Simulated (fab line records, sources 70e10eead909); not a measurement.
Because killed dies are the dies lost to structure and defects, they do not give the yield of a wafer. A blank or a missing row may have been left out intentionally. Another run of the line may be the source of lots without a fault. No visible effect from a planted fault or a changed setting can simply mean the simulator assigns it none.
Chamber matching + flow nand_harc + NHARC_P_BONDPAD_DESCUM_11 on rie_diel-03: 4 sister chambers
The step chemistry O2, time 3 s. 14 wafers are shown with their chamber, then 7 later ones without.

## WAFERS PAIRED WITH THEIR CHAMBERS
| wafer  | chamber | showerhead_plenum_p_Torr (Torr) | drypump_motor_current_A (A) | oes_product_au (a.u.) |
|--------|---------|---------------------------------|-----------------------------|-----------------------|
| L076.1 | 2       | 1.94                            | 5.9                         | 1.001                 |
| L076.3 | 0       | 1.95                            | 5.4                         | 0.995                 |
| L076.4 | 3       | 1.82                            | 6.1                         | 0.990                 |
| L080.1 | 2       | 1.94                            | 5.9                         | 1.002                 |
| L080.2 | 1       | 1.92                            | 6.0                         | 0.996                 |
| L080.5 | 3       | 1.82                            | 6.1                         | 0.995                 |
| L081.1 | 2       | 1.94                            | 6.0                         | 0.996                 |
| L081.2 | 3       | 1.81                            | 6.1                         | 0.989                 |
| L081.4 | 0       | 1.95                            | 5.5                         | 0.988                 |
| L084.1 | 3       | 1.81                            | 6.1                         | 1.002                 |
| L084.3 | 2       | 1.94                            | 6.0                         | 1.002                 |
| L084.5 | 0       | 1.95                            | 5.5                         | 0.992                 |
| L086.4 | 0       | 1.95                            | 5.4                         | 0.982                 |
| L086.5 | 2       | 1.94                            | 6.0                         | 1.001                 |

SIGNATURES, as means of the wafers listed above
| reading                  | chamber 0 | chamber 1 | chamber 2 | chamber 3 | scatter within a chamber |
|--------------------------|-----------|-----------|-----------|-----------|--------------------------|
| showerhead_plenum_p_Torr | 1.9500    | 1.9200    | 1.9400    | 1.8150    | 0.00316                  |
| drypump_motor_current_A  | 5.450     | 6.000     | 5.960     | 6.100     | 0.0469                   |
| oes_product_au           | 0.98925   | 0.99600   | 1.00040   | 0.99400   | 0.00475                  |
Rule: a wafer's distance from a chamber is the root of the sum, over the readings, of the square of ((its reading less the chamber's mean) divided by the reading's scatter). If the next closest chamber is less than 2 further off than the closest, the wafer can't be placed; otherwise it belongs to the closest. How the scatter is found: for the shown wafers, subtract from each reading the mean of its chamber, square and add these, divide the total by (wafers less chambers), then take the root.

## WAFERS WITHOUT THEIR CHAMBER
| wafer  | showerhead_plenum_p_Torr (Torr) | drypump_motor_current_A (A) | oes_product_au (a.u.) |
|--------|---------------------------------|-----------------------------|-----------------------|
| L086.6 | 1.81                            | 6.1                         | 0.990                 |
| L093.1 | 1.95                            | 5.5                         | 0.998                 |
| L093.4 | 1.92                            | 6.1                         | 0.990                 |
| L093.6 | 1.92                            | 6.1                         | 0.992                 |
| L094.1 | 1.95                            | 5.4                         | 1.005                 |
| L094.3 | 1.94                            | 5.9                         | 0.994                 |
| L094.4 | 1.81                            | 6.1                         | 1.003                 |

## WHICH CHAMBER EACH ONE RAN IN
| wafer  | from the rows above | in truth |
|--------|---------------------|----------|
| L086.6 | 3                   | 3        |
| L093.1 | 0                   | 0        |
| L093.4 | 1                   | 1        |
| L093.6 | 1                   | 1        |
| L094.1 | 0                   | 0        |
| L094.3 | 2                   | 2        |
| L094.4 | 3                   | 3        |
Correctly placed: 7 of 7. Number that these rows cannot place: 0. Number placed wrongly: 0.
